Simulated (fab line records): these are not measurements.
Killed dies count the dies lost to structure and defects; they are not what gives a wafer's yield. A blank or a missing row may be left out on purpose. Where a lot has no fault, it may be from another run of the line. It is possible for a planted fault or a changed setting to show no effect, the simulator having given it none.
Which tool was responsible? | flow nandHarc | 11 lots with 33 wafers sampled at 5 steps, on a route of 1302 steps

WHAT EACH GAUGE READ, for each wafer
NHARC_END_SORT_01. Usual: killedAtArray 56, standard deviation 17; killedAtOther 1.2, standard deviation 1.4; killedAtPeriphery 4, standard deviation 3.2; killedDies 61, standard deviation 16; killedOpen 3.6, standard deviation 2.1; killedShort 2.7, standard deviation 1.8.
lot  | measured     | on        | killedAtArray | killedAtOther | killedAtPeriphery | killedDies  | killedOpen | killedShort | flag
L429 | day 26 04:04 | prober-01 | 669 674 672   | 2 0 2         | 6 3 3             | 677 677 677 | 2 1 2      | 5 2 3       | OFF
L430 | day 27 18:38 | prober-01 | 676 670 670   | 0 1 0         | 1 6 7             | 677 677 677 | 5 8 6      | 4 3 4       | OFF
L431 | day 27 17:02 | prober-02 | 670 661 675   | 0 2 0         | 7 14 2            | 677 677 677 | 1 7 3      | 2 3 2       | OFF

EACH LOT AND THE TOOL THAT RAN IT (in order: tool; ch and the chambers of the sampled wafers; start)
lot  | NHARC_A_STAIRCASE_ETCH_451                   | NHARC_A_STAIRCASE_DEP_280       | NHARC_A_STAIRCASE_HM_OPEN_460     | NHARC_A_STAIRCASE_STRIP_295
L423 | rieDiel-12 ch 0,1, day 16 10:56 or earlier   | pecvd-02 ch 1,2, day 16 10:56   | rieDiel-07 ch 0,1,3, day 16 12:12 | rieDiel-07 ch 2,3, no start
L425 | rieDiel-08 ch 0,1,3, day 17 11:14 or earlier | pecvd-01 ch 0,2, day 17 11:14   | rieDiel-12 ch 0,1,2, day 17 12:27 | rieDiel-12 ch 0,1,3, no start
L426 | rieDiel-08 ch 1,2,3, day 18 02:35 or earlier | pecvd-01 ch 1,2, day 18 02:35   | rieDiel-08 ch 0,1,3, day 18 03:44 | rieDiel-08 ch 0,1,3, no start
L429 | rieDiel-07 ch 0,1,2, day 18 21:09 or earlier | pecvd-04 ch 0,1, day 18 21:09   | rieDiel-12 ch 0,1,2, day 18 22:37 | rieDiel-12 ch 0,1,2, day 26 04:04 or earlier
L430 | rieDiel-08 ch 2,3, day 19 20:44 or earlier   | pecvd-02 ch 1,2, day 19 20:44   | rieDiel-08 ch 0,2,3, day 19 21:50 | rieDiel-08 ch 0,1,2, day 27 18:38 or earlier
L431 | rieDiel-07 ch 0,3, day 20 04:47 or earlier   | pecvd-01 ch 0,1,2, day 20 04:47 | rieDiel-08 ch 0,1,3, day 20 05:51 | rieDiel-08 ch 1,2,3, day 27 17:02 or earlier
L437 | rieDiel-08 ch 2,3, day 22 15:25 or earlier   | pecvd-02 ch 0,1,2, day 22 15:25 | rieDiel-12 ch 1,2,3, day 22 16:37 | rieDiel-12 ch 1,2,3, no start
L438 | rieDiel-08 ch 1,3, day 22 17:54 or earlier   | pecvd-02 ch 1,2, day 22 17:54   | rieDiel-12 ch 1,2,3, day 22 19:08 | rieDiel-12 ch 0,1,3, no start
L442 | rieDiel-07 ch 1,2, day 24 20:14 or earlier   | pecvd-04 ch 0,1, day 24 20:14   | rieDiel-12 ch 1,2, day 24 21:25   | rieDiel-12 ch 0,3, no start
L445 | rieDiel-08 ch 0,2,3, day 25 15:46 or earlier | pecvd-01 ch 0,1, day 25 15:46   | rieDiel-08 ch 1,2, day 25 17:04   | rieDiel-08 ch 0,1, no start
L444 | rieDiel-07 ch 0,3, day 25 17:37 or earlier   | pecvd-01 ch 0,1, day 25 17:37   | rieDiel-12 ch 0,1,3, day 25 18:51 | rieDiel-12 ch 0,1, no start
- NHARC_A_STAIRCASE_ETCH_451: etches the open film in CF4/O2, target depth 30 nm, overetch 3 nm, time 16.5 s.
- NHARC_A_STAIRCASE_DEP_280: deposits SiON, target thk 30 nm.
- NHARC_A_STAIRCASE_HM_OPEN_460: chemistry O2/COS.
- NHARC_A_STAIRCASE_STRIP_295: strips in O2.

AS READ BY THE TOOLS THEMSELVES (means over the sampled wafers that have a number; for cases with no such wafer, the mark the record gives instead)
NHARC_A_STAIRCASE_ETCH_451. Usual: drypumpMotorCurrentA 5.8 A, standard deviation 0.42; oes_o_777_au 1.001 a.u., standard deviation 0.005; oesProductAu 0.999 a.u., standard deviation 0.013; rfVppV 197.2 V, standard deviation 1.2; showerheadPlenumPTorr 1.31 Torr, standard deviation 0.046; throttleValvePct 13.398 %, standard deviation 0.0089.
lot  | tool       | drypumpMotorCurrentA (A) | oes_o_777_au (a.u.) | oesProductAu (a.u.) | rfVppV (V) | showerheadPlenumPTorr (Torr) | throttleValvePct (%) | flag
L423 | rieDiel-12 | 5.7                      | 1.004               | 0.990               | 197.2      | 1.30                         | 13.399               | 
L425 | rieDiel-08 | 5.9                      | 0.998               | 1.000               | 196.9      | 1.31                         | 13.387               | 
L426 | rieDiel-08 | 5.9                      | 0.998               | 1.006               | 198.2      | 1.35                         | 13.393               | 
L429 | rieDiel-07 | 6.0                      | 1.001               | 1.004               | 197.4      | 1.31                         | 13.405               | 
L430 | rieDiel-08 | 6.2                      | 1.001               | 1.003               | 197.6      | 1.38                         | 13.396               | 
L431 | rieDiel-07 | 5.2                      | 0.999               | 0.997               | 197.0      | 1.29                         | 13.397               | 
L437 | rieDiel-08 | 6.2                      | 0.996               | 1.004               | 198.3      | 1.37                         | 13.395               | 
L438 | rieDiel-08 | 5.7                      | 0.997               | 1.012               | 197.6      | 1.31                         | 13.405               | 
L442 | rieDiel-07 | 6.2                      | 1.003               | 1.009               | 196.8      | 1.29                         | 13.393               | 
L445 | rieDiel-08 | 6.0                      | 1.005               | 1.001               | 198.1      | 1.39                         | 13.396               | 
L444 | rieDiel-07 | 5.2                      | 1.002               | 0.994               | 196.7      | 1.28                         | 13.404               | 

NHARC_A_STAIRCASE_DEP_280. Usual: heaterPowerW 805 W, standard deviation 92.
lot  | tool     | heaterPowerW (W) | flag
L423 | pecvd-02 | 749              | 
L425 | pecvd-01 | 700              | 
L426 | pecvd-01 | 698              | 
L429 | pecvd-04 | 823              | 
L430 | pecvd-02 | 713              | 
L431 | pecvd-01 | 804              | 
L437 | pecvd-02 | 789              | 
L438 | pecvd-02 | 792              | 
L442 | pecvd-04 | 839              | 
L445 | pecvd-01 | 862              | 
L444 | pecvd-01 | 745              | 

NHARC_A_STAIRCASE_HM_OPEN_460. Usual: biasW 300.1 W, standard deviation 0.9; chamberPressureMTorr 20.002 mTorr, standard deviation 0.019; cosFlowSccm 20.00 sccm, standard deviation 0.062; drypumpMotorCurrentA 5.8 A, standard deviation 0.37; oesProductAu 0.998 a.u., standard deviation 0.011; rfVppV 466.6 V, standard deviation 2.7; showerheadPlenumPTorr 3.09 Torr, standard deviation 0.11; throttleValvePct 28.330 %, standard deviation 0.0091.
lot  | tool       | biasW (W) | chamberPressureMTorr (mTorr) | cosFlowSccm (sccm) | drypumpMotorCurrentA (A) | oesProductAu (a.u.) | rfVppV (V) | showerheadPlenumPTorr (Torr) | throttleValvePct (%) | flag
L423 | rieDiel-07 | 299.3     | 20.008                       | 20.06              | 5.7                      | 0.992               | 465.3      | 3.03                         | 28.328               | 
L425 | rieDiel-12 | 300.3     | 20.009                       | 20.01              | 5.8                      | 0.990               | 466.4      | 3.09                         | 28.338               | 
L426 | rieDiel-08 | 299.9     | 20.000                       | 20.02              | 5.9                      | 1.001               | 465.8      | 3.05                         | 28.332               | 
L429 | rieDiel-12 | -         | -                            | -                  | -                        | -                   | -          | -                            | -                    | OFF
L430 | rieDiel-08 | -         | -                            | -                  | -                        | -                   | -          | -                            | -                    | OFF
L431 | rieDiel-08 | -         | -                            | -                  | -                        | -                   | -          | -                            | -                    | OFF
L437 | rieDiel-12 | 300.3     | 20.006                       | 19.93              | 5.8                      | 0.997               | 467.1      | 3.12                         | 28.345               | 
L438 | rieDiel-12 | 300.1     | 19.992                       | 20.01              | 5.8                      | 1.002               | 466.6      | 3.12                         | 28.321               | 
L442 | rieDiel-12 | 300.0     | 20.005                       | 19.99              | 5.8                      | 1.003               | 466.5      | 3.11                         | 28.332               | 
L445 | rieDiel-08 | 300.4     | 19.998                       | 19.99              | 5.8                      | 1.005               | 467.2      | 3.12                         | 28.331               | 
L444 | rieDiel-12 | 300.4     | 19.993                       | 20.04              | 5.8                      | 0.994               | 466.5      | 3.06                         | 28.328               | 

NHARC_A_STAIRCASE_STRIP_295. Usual: drypumpMotorCurrentA 5.8 A, standard deviation 0.36; oesProductAu 0.998 a.u., standard deviation 0.011; rfVppV 57.8 V, standard deviation 0.85; showerheadPlenumPTorr 3.49 Torr, standard deviation 0.13; throttleValvePct 17.035 %, standard deviation 0.01.
lot  | tool       | drypumpMotorCurrentA (A) | oesProductAu (a.u.) | rfVppV (V) | showerheadPlenumPTorr (Torr) | throttleValvePct (%) | flag
L423 | rieDiel-07 | 5.2                      | 1.007               | 57.7       | 3.42                         | 17.036               | 
L425 | rieDiel-12 | 5.8                      | 0.992               | 57.7       | 3.49                         | 17.039               | 
L426 | rieDiel-08 | 5.9                      | 0.996               | 57.7       | 3.45                         | 17.031               | 
L429 | rieDiel-12 | 5.8                      | 0.988               | 57.6       | 3.49                         | 17.035               | 
L430 | rieDiel-08 | 5.7                      | 0.996               | 57.2       | 3.43                         | 17.033               | 
L431 | rieDiel-08 | 5.9                      | 1.008               | 58.3       | 3.56                         | 17.029               | 
L437 | rieDiel-12 | 5.9                      | 0.993               | 57.2       | 3.53                         | 17.041               | 
L438 | rieDiel-12 | 5.8                      | 0.997               | 57.9       | 3.47                         | 17.048               | 
L442 | rieDiel-12 | 5.9                      | 0.994               | 57.9       | 3.47                         | 17.029               | 
L445 | rieDiel-08 | 5.7                      | 1.012               | 57.5       | 3.66                         | 17.035               | 
L444 | rieDiel-12 | 5.7                      | 0.988               | 57.5       | 3.39                         | 17.034               | 

THE ANSWER, worked out from the rows above alone
Rule: lot off if the mean of its wafers having a number is beyond 3 standard deviations from the usual mean. A lot without any number at a reading at which 4 lots or more have one is off too. The other lots that the step has rows for count as sound. First the gauges in route order, then the tools' own readings, where a lot's mean is used as printed above. The first step at which some lot is off is used, and at that step the reading that is off furthest; a lot without a number counts as furthest.
Off: L429, L430, L431, at NHARC_END_SORT_01 (killedDies). Neither off nor sound, because the step has no rows for them: L423, L425, L426, L437, L438, L442, L445, L444.
A tool fits if, at a process step before that reading, it ran every lot that is off, and no sound lot after the first of them. Not tried: the gauges at NHARC_END_SORT_01; whatever is off there is also off at NHARC_A_STAIRCASE_HM_OPEN_460, on other tools, and gauge error can't account for it. NHARC_A_STAIRCASE_ETCH_451: start missing for some lots; hours and lot order therefore follow NHARC_A_STAIRCASE_DEP_280. NHARC_A_STAIRCASE_STRIP_295: start missing for some lots; hours and lot order therefore follow NHARC_END_SORT_01. Not one of the candidates tried fits.

WHAT HAD BEEN PUT IN BY THE SIMULATOR
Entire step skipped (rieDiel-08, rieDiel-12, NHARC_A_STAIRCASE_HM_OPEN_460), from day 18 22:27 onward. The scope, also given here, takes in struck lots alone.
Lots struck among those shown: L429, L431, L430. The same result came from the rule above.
